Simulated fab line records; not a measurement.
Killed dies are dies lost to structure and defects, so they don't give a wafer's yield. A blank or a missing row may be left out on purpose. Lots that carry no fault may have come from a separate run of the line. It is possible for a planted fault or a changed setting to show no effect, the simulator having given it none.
fab line records    flow n5Finfet
record: lots: 4  wafers: 12  lastDay: 18
route steps=1938 shown BEOL_M6@1255 BEOL_M7@1263 PASSIVATION@1936
lots that met no fault: taken from a fault-free run of the same line
startH: hours from the record's first day to the start of the lot's first wafer shown    waitH: time in hours since the lot's previous step    " identical to the entry in the row above    L1.1+2: several wafers, shown together as one row    - no value, or no start was given    * or withheld: withheld    < > ~ a bound
route shown NAME@n: NAME is a module with steps in the file, n the number in the route of the first one    usual: mean and standard deviation over wafers with no fault    same: alike in all rows    chamber/n: place in a boat    sites: the reading at each site    _std_site: how widely they spread, as a standard deviation    _edge_site: the outer-site mean with the inner-site mean subtracted    radiusMm: how far each site lies from the wafer's centre    mask NAME#n: copy n    behind: the tool/chamber that last shaped the wafer    hold: the reason the lot was held/the length of the hold in hours/how it ended    device: the transistor (n, p or np) that didn't switch    end of line: tests run on the same wafers once the route is complete    where a step has no rows: the recipe by itself    killed: at the first sort, the dies lost to defects and structure; wafer yield is something else    map: dies across one wafer; x = killed, . = not, _ = none there
set.NAME: the setting that was run; set.NAME@STEP: the one run at that earlier step    model.NAME: the simulator's own value behind a step, which no gauge read
certain route steps with their lots: each step a table, each wafer a row
services: a tool's chamber out of use, with start hour (startH, from the record's first day; less than 0 if before it), hours out, and reason
== steps ==
step: N5_BEOL_M6_ECD_50
recipe: material: Cu  targetThkA: 3000
step: N5_BEOL_M6_ANNEAL_51
recipe: tempC: 225  timeS: 90  ambient: N2
step: N5_BEOL_M6_CMP_52
recipe: stopOn: SiCOH_lowk  tOverpolishS: 6.9  downForcePsi: 1  platenRpm: 50  clearingPlatenDownForcePsi: 1.5  clearingPlatenRpm: 50  postCmpClean: cuAlkaline  targetThkNm: 80  clearingPlatenPadVelocityMS: 0.99484  padVelocityMS: 0.99484
step: N5_BEOL_M6_PRE_CLEAN_55
recipe: gas: NH3  timeS: 15  tempC: withheld  rfPowerW: 300
step: N5_BEOL_M6_DEP_56
recipe: material: SiCN  targetThkA: 100  tempC: withheld  precursor: 3MS/NH3  pressureTorr: 3  rfW: 202  timeS: 17.5
step: N5_BEOL_M7_ILD_DEP_00
recipe: material: SiCOH_lowk  targetThkA: 1797.5  tempC: 300  precursor: DEMS/porogen  pressureTorr: 5  rfW: 500  timeS: 33.4
step: N5_BEOL_M7_CURE_74
recipe: tempC: 385  timeS: 240  ambient: He/Ar  material: SiCOH_lowk
step: N5_BEOL_M7_PECVD_70
recipe: material: SiO2  targetThkA: 200  tempC: 400  precursor: TEOS/O2  pressureTorr: 5.5  rfW: 450  teosFlowSccm: 53.8  gas: O2  flowSccm: 3000  timeS: 22.7
step: N5_BEOL_M7_HM_DEP_02
recipe: material: TiN  targetThkA: 200  tempC: 25  chamberPressurePa: 0.49996
usual: chamberPressurePa: 0.5000/0.00095  throttleValvePct: 29.5/1.2
lot.wafer  tool           chamber  startH  waitH  chamberPressurePa  throttleValvePct  model.TiN_of_BEOL_M7_HM_DEP_02.thkNm
L686.1     pvdSputter-01  -        219.25  2.3    0.5008             30.1              20.2
L686.3     "              -        "       "      0.5001             27.1              20.2
L686.5     "              -        "       "      0.4997             30.1              20.2
L703.1     pvdSputter-01  -        314.77  2.7    0.5002             29.6              20.2
L703.2     "              -        "       "      0.4973             27.0              15.2
L703.4     "              -        "       "      0.5005             30.2              20.2
L704.1     pvdSputter-01  -        319.69  0.9    0.4999             30.0              20.4
L704.5     "              -        "       "      0.5010             26.9              15.4
L704.6     "              -        "       "      0.5006             30.3              15.6
L707.3     pvdSputter-03  -        347.17  1.1    0.4995             30.3              20
L707.4     "              -        "       "      0.5008             29.0              19.8
L707.6     "              -        "       "      0.4993             28.9              19.8
step: N5_BEOL_M7_COAT_59
recipe: resist: SOC  tempC: 250  timeS: 60  spinRpm: 1500  resistThkNm: 100
step: N5_BEOL_M7_COAT_60
recipe: resist: SiARC  tempC: 220  timeS: 60  spinRpm: 1500  resistThkNm: 35
step: N5_BEOL_M7_COAT_05
recipe: resist: CAR-ArF  spinRpm: 1500  resistThkNm: 90
step: N5_BEOL_M7_EBR_07
recipe: solvent: PGMEA  ebrWidthMm: 1.5
step: N5_BEOL_M7_SOFTBAKE_06
recipe: tempC: 110  timeS: 60  resist: CAR-ArF
step: N5_BEOL_M7_EXPOSE_08
recipe: maskId: M7  na: 1.35  sourceShape: dipole  sigmaInner: 0.817  sigmaOuter: 0.97  polarization: te  doseMj: 68.25
step: N5_BEOL_M7_PEB_09
recipe: pebTempC: withheld  pebTimeS: 60  resist: CAR-ArF
step: N5_BEOL_M7_DEVELOP_10
recipe: developTimeS: 30  developer: TMAH  resist: CAR-ArF  rinseLiquid: diw  dry: airSpin  devTempC: 23
step: N5_BEOL_M7_DESCUM_16
recipe: chemistry: O2  timeS: 7.9  sourcePowerW: 50  biasPowerW: 20  pressureMtorr: 20  rfFrequencyHz: 2.712e+07  tempC: 40  resist: CAR-ArF  o2FlowSccm: 225
step: N5_BEOL_M7_ETCH_61
recipe: chemistry: CF4  target: SiARC  targetDepthA: 455  maskMaterial: CAR-ArF  timeS: 75.8  ionEnergyEv: 80  pressureMtorr: 40  sourceW: 545  biasW: 36  Ar_flow_sccm: 100  cf4FlowSccm: 100  ends: cleared
step: N5_BEOL_M7_ETCH_62
recipe: chemistry: N2/H2  target: SOC  targetDepthA: 1100  overetchA: 220  maskMaterial: SiARC  tempC: 40  timeS: 165  ionEnergyEv: 200  pressureMtorr: 30  sourceW: 840  biasW: 150  n2FlowSccm: 200  h2FlowSccm: 200
step: N5_BEOL_M7_STRIP_68
recipe: chemistry: N2/H2  tempC: 40  n2FlowSccm: 200  h2FlowSccm: 200  rfFrequencyHz: 6e+07
step: N5_BEOL_M7_STRIP_67
recipe: chemistry: CF4  resist: SiARC  powerW: 300  biasPowerW: 75  pressureMtorr: 50  cf4FlowSccm: 150  rfFrequencyHz: 6e+07
step: N5_BEOL_M7_HM_OPEN_17
recipe: chemistry: Cl2/BCl3  targetDepthA: 200  overetchA: 60  target: TiN  maskMaterial: SOC  ionEnergyEv: 150  pressureMtorr: 10  icpW: 1000  biasW: 126  Cl2_flow_sccm: 53.25  bcl3FlowSccm: 21.75  Ar_flow_sccm: 25
usual: drypumpMotorCurrentA: 5.9/0.58  oes_ar_750_au: 0.73/0.069  oesProductAu: 0.63/0.059  throttleValvePct: 22.07/0.21
lot.wafer  tool         chamber  startH  waitH  drypumpMotorCurrentA  oes_ar_750_au  oesProductAu  rfHoursCounterH  throttleValvePct  model.etch.depthNm
L686.1     rieMetal-02  0        220.19  0.0    6.5                   0.69           0.59          70               22.28             20.22
L686.3     "            1        "       "      6.3                   0.79           0.70          -                21.82             20.22
L686.5     "            0        "       "      6.4                   0.68           0.60          -                22.27             20.27
L703.1     rieMetal-02  1        316.90  0.0    6.3                   0.76           0.68          46               21.82             20.24
L703.2     "            0        "       "      6.4                   0.67           0.50          79               22.45             15.17
L703.4     "            1        "       "      6.3                   0.76           0.67          -                21.82             20.27
L704.1     rieMetal-02  0        320.56  0.0    6.4                   0.67           0.58          79               22.31             20.32
L704.5     "            0        "       "      6.4                   0.67           0.50          -                22.47             15.31
L704.6     "            1        "       "      6.3                   0.76           0.60          -                21.98             15.54
L707.3     rieMetal-02  0        348.27  0.1    6.4                   0.67           0.57          -                22.33             19.98
L707.4     "            1        "       "      6.3                   0.76           0.65          -                21.84             19.79
L707.6     "            1        "       "      6.3                   0.76           0.66          -                21.85             19.71
step: N5_BEOL_M7_STRIP_19
recipe: chemistry: O2  powerW: 400  tempC: 40  pressureMtorr: 30  rfFrequencyHz: 6e+07  biasPowerW: 0  overashFraction: 0.2  o2FlowSccm: 225
step: N5_BEOL_M7_COAT_63
recipe: resist: SOC  tempC: 250  timeS: 60  spinRpm: 1500  resistThkNm: 60
step: N5_BEOL_M7_COAT_64
recipe: resist: SiARC  tempC: 220  timeS: 60  spinRpm: 1500  resistThkNm: 12
step: N5_BEOL_M7_COAT_71
recipe: resist: underlayer  tempC: 205  timeS: 60  spinRpm: 1500  resistThkNm: 5
step: N5_BEOL_M7_COAT_22
recipe: resist: CAR-EUV  spinRpm: 1500  resistThkNm: 30
step: N5_BEOL_M7_EBR_24
recipe: solvent: PGMEA  ebrWidthMm: 1.5
step: N5_BEOL_M7_SOFTBAKE_23
recipe: tempC: 110  timeS: 60  resist: CAR-EUV
step: N5_BEOL_M7_EXPOSE_25
recipe: maskId: V6  na: 0.33  sourceShape: annular  sigmaInner: 0.4  sigmaOuter: 0.8  polarization: unpolarized  targetCdNm: 40  doseMj: 42.5
step: N5_BEOL_M7_PEB_26
recipe: pebTempC: 100  pebTimeS: 60  resist: CAR-EUV
step: N5_BEOL_M7_DEVELOP_27
recipe: developTimeS: 30  developer: TMAH  resist: CAR-EUV  rinseLiquid: surfactantRinse  dry: airSpin  devTempC: 23
step: N5_BEOL_M7_TRENCH_ETCH_37
recipe: chemistry: C4F6/O2  targetDepthA: 934.78  target: SiCOH_lowk  timeS: 31.2  ionEnergyEv: 250  pressureMtorr: 30  sourceW: 345  biasW: 185  Ar_flow_sccm: 300  C4F6_flow_sccm: 10  O2_flow_sccm: 10
usual: drypumpMotorCurrentA: 5.6/0.55  oes_ar_750_au: 0.79/0.08  oes_f_703_au: 0.79/0.081  oesProductAu: 0.79/0.087  rfVppV: 668/10  showerheadPlenumPTorr: 2.85/0.099  throttleValvePct: 21.02/0.28
lot.wafer  tool        chamber  startH  waitH  drypumpMotorCurrentA  oes_ar_750_au  oes_f_703_au  oesProductAu  rfHoursCounterH  rfVppV  showerheadPlenumPTorr  throttleValvePct  model.TiN_of_BEOL_M7_HM_DEP_02.thkNm
L686.1     rieDiel-05  0        -       -      5.8                   0.82           0.83          0.83          77               655     2.98                   20.77             17.6
L686.3     "           2        "       "      5.0                   0.91           0.90          0.92          25               679     3.01                   20.98             17.4
L686.5     "           2        "       "      5.0                   0.91           0.91          0.92          -                676     3.01                   21.00             17.6
L703.1     rieDiel-04  2        -       -      5.1                   0.70           0.70          0.68          232              650     2.70                   20.99             17.6
L703.2     "           0        "       "      5.3                   0.71           0.70          0.71          195              679     2.82                   20.69             12.6
L703.4     "           1        "       "      4.9                   0.72           0.70          0.70          -                674     2.95                   21.43             17.6
L704.1     rieDiel-03  1        -       -      6.1                   0.69           0.69          0.68          207              659     2.82                   21.16             17.8
L704.5     "           0        "       "      4.9                   0.73           0.72          0.73          -                667     2.71                   21.25             12.6
L704.6     "           3        "       "      6.3                   0.88           0.86          0.88          -                656     2.81                   21.29             12.8
L707.3     rieDiel-03  2        -       -      6.2                   0.87           0.88          0.89          36               683     2.89                   20.57             17.2
L707.4     "           1        "       "      6.1                   0.68           0.68          0.68          216              658     2.81                   21.16             17.2
L707.6     "           3        "       "      6.3                   0.86           0.86          0.86          -                656     2.80                   21.31             17
step: N5_PASSIVATION_PROBE_49
usual: defectLimitedYield: 91.4/1.5  killed_at_M0_to_M3: 35/12  killed_at_M4_up: 13/5.8  killedAtContacts: 12/5.5  killedAtFrontEnd: 36/9.9  killedAtOther: 4/3.7  killedDies: 101/18  killedOnRim: 13/4.1  killedOpen: 66/13  killedShort: 33/8  sort_bin_5_function: 5.0/1  sort_bin_6_memory: 3.2/0.67  sort_bin_8_speed: 0.00/0.0099  sortNPass: 1079/18  sortYieldPct: 91.4/1.5
same: grossDies: 1180  killedAtBackSide: 0  sort_bin_4_leakage[%]: 0
lot.wafer  tool       chamber  startH  waitH  defectLimitedYield[%]  killed_at_M0_to_M3  killed_at_M4_up  killedAtContacts  killedAtFrontEnd  killedAtOther  killedDies  killedOnRim  killedOpen  killedShort  sort_bin_5_function[%]  sort_bin_6_memory[%]  sort_bin_8_speed[%]  sortNPass  sortYieldPct[%]
L686.1     prober-01  -        299.94  0.0    91.8                   44                  14               5                 31                3              97          16           65          29           5.0                     2.9                   0                    1083       91.8
L686.3     prober-01  -        300.04  0.1    90.2                   39                  19               15                41                2              116         11           66          45           5.5                     3.4                   0                    1064       90.2
L686.5     prober-01  -        300.14  0.2    89.7                   64                  7                8                 42                1              122         22           77          44           6.2                     3.5                   0                    1058       89.7
L703.1     prober-02  -        393.62  0.0    92.0                   23                  14               14                39                4              94          10           62          28           3.8                     4.1                   0.08                 1086       92.0
L703.2     prober-02  -        393.67  0.1    95.5                   19                  11               6                 17                0              53          7            28          24           2.9                     1.5                   0                    1127       95.5
L703.4     prober-02  -        393.77  0.2    93.1                   32                  13               8                 21                7              81          9            62          17           4.1                     2.5                   0                    1099       93.1
L704.1     prober-02  -        412.09  0.0    91.4                   27                  18               11                46                0              102         10           77          21           5.3                     3.2                   0                    1078       91.4
L704.5     prober-02  -        412.29  0.2    92.4                   29                  20               11                29                1              90          10           59          30           4.7                     2.6                   0                    1090       92.4
L704.6     prober-02  -        412.34  0.3    92.5                   31                  6                13                39                0              89          12           58          29           3.8                     3.7                   0                    1091       92.5
L707.3     prober-01  -        429.06  0.1    91.3                   27                  20               19                33                4              103         17           57          43           4.7                     3.6                   0                    1077       91.3
killed by level:class
L686.1 BEOL_M0_SAQP:geometricParticle:open=13 BEOL_M2:geometricParticle:open=11 STI_FIN_REVEAL:geometricParticle:open=10 BEOL_M3:geometricParticle:open=9 BEOL_M4:geometricParticle:open=8 GATE_CUT:geometricParticle:short=5 BEOL_M0_SAQP:geometricParticle:short=5 MOL_CONTACT_COAG:geometricParticle:open=4
L686.3 FIN_SAQP:geometricParticle:short=11 BEOL_M2:geometricParticle:open=11 MOL_CONTACT_COAG:geometricParticle:open=10 BEOL_M3:geometricParticle:short=9 FIN_SAQP:geometricParticle:open=8 BEOL_M4:geometricParticle:open=8 BEOL_M0_SAQP:geometricParticle:short=6 MOL_CONTACT_COAG:geometricParticle:short=5
L686.5 FIN_SAQP:geometricParticle:open=17 BEOL_M3:geometricParticle:open=14 FIN_SAQP:geometricParticle:short=11 BEOL_M0_SAQP:geometricParticle:short=11 BEOL_M2:geometricParticle:open=8 MOL_CONTACT_COAG:geometricParticle:open=8 BEOL_M0_SAQP:geometricParticle:open=8 BEOL_M1:geometricParticle:short=8
L703.1 BEOL_M0_SAQP:geometricParticle:open=11 FIN_SAQP:geometricParticle:open=10 MOL_CONTACT_COAG:geometricParticle:open=9 FIN_SAQP:geometricParticle:short=8 STI_FIN_REVEAL:geometricParticle:open=5 MOL_CONTACT_COAG:geometricParticle:short=5 BEOL_M0_SAQP:geometricParticle:short=5 MIM_TOP:geometricParticle:open=4
L703.2 BEOL_M0_SAQP:geometricParticle:short=8 MOL_CONTACT_COAG:geometricParticle:open=5 BEOL_M0_SAQP:geometricParticle:open=5 BEOL_M4:geometricParticle:open=4 DUMMY_GATE:geometricParticle:open=3 GATE_CUT:geometricParticle:short=3 BEOL_M3:geometricParticle:open=3 DUMMY_GATE:geometricParticle:short=2
L703.4 BEOL_M3:geometricParticle:open=15 MOL_CONTACT_COAG:geometricParticle:open=8 STI_FIN_REVEAL:geometricParticle:open=7 BEOL_M0_SAQP:geometricParticle:open=5 BEOL_M2:geometricParticle:open=5 BEOL_M4:geometricParticle:open=5 GATE_CUT:geometricParticle:short=4 BEOL_M0_SAQP:geometricParticle:short=4
L704.1 STI_FIN_REVEAL:geometricParticle:open=10 DUMMY_GATE:geometricParticle:open=9 FIN_SAQP:geometricParticle:open=8 BEOL_M3:geometricParticle:open=8 MOL_CONTACT_COAG:geometricParticle:open=7 BEOL_M0_SAQP:geometricParticle:open=6 BEOL_M5:geometricParticle:open=5 MOL_CONTACT_COAG:geometricParticle:short=4
L704.5 MOL_CONTACT_COAG:geometricParticle:open=11 BEOL_M3:geometricParticle:open=10 BEOL_M0_SAQP:geometricParticle:short=7 BEOL_M4:geometricParticle:open=7 FIN_SAQP:geometricParticle:open=5 GATE_CUT:geometricParticle:short=5 BEOL_M0_SAQP:geometricParticle:open=5 DUMMY_GATE:geometricParticle:short=4
L704.6 DUMMY_GATE:geometricParticle:open=13 MOL_CONTACT_COAG:geometricParticle:open=12 STI_FIN_REVEAL:geometricParticle:open=7 BEOL_M2:geometricParticle:short=7 BEOL_M0_SAQP:geometricParticle:short=6 FIN_SAQP:geometricParticle:short=5 FIN_SAQP:geometricParticle:open=4 GATE_CUT:geometricParticle:short=4
L707.3 MOL_CONTACT_COAG:geometricParticle:open=15 FIN_SAQP:geometricParticle:short=14 BEOL_M4:geometricParticle:open=11 BEOL_M2:geometricParticle:open=7 BEOL_M2:geometricParticle:short=6 BEOL_M0_SAQP:geometricParticle:short=4 FIN_SAQP:geometricParticle:open=4 STI_FIN_REVEAL:geometricParticle:open=4
== services ==
tool         chamber  startH  hours  kind
rieDiel-03   0        196.77  6.4    repair
rieDiel-04   3        200.90  12.8   repair
rieDiel-04   2        216.19  9.9    repair
rieDiel-03   2        216.52  -      clean
rieDiel-03   2        216.52  -      consumableReplace:focusRing
rieDiel-05   3        251.62  3.5    repair
rieDiel-03   -        253.91  0.7    repair
rieMetal-02  0        263.05  10.3   repair
rieMetal-02  -        267.25  1.4    pm
rieDiel-04   3        309.13  11.7   repair
rieDiel-04   1        326.22  4.5    repair
== key ==
firstSign none at tools or gauges
modelEffect: step: N5_BEOL_M7_HM_DEP_02  value: TiN_of_BEOL_M7_HM_DEP_02.thkNm  without: 20.07  struck: 15.4
modelEffect: step: N5_BEOL_M7_HM_OPEN_17  value: etch.depthNm  without: 20.09  struck: 15.34
modelEffect: step: N5_BEOL_M7_TRENCH_ETCH_37  value: TiN_of_BEOL_M7_HM_DEP_02.thkNm  without: 17.4  struck: 12.67
metAt N5_BEOL_M7_HM_DEP_02
struckWafers L703.2,L704.5,L704.6
onsetBetween 219.25 314.77
fault: kind: processParameterDrift  tool: pvdSputter-01  chamber: -  onsetH: 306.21  steps: N5_BEOL_M7_HM_DEP_02  channel: targetThkA  offset: *  shape: step  endH: 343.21  scope: struckWafersOnly  actsIn: *  stated: *
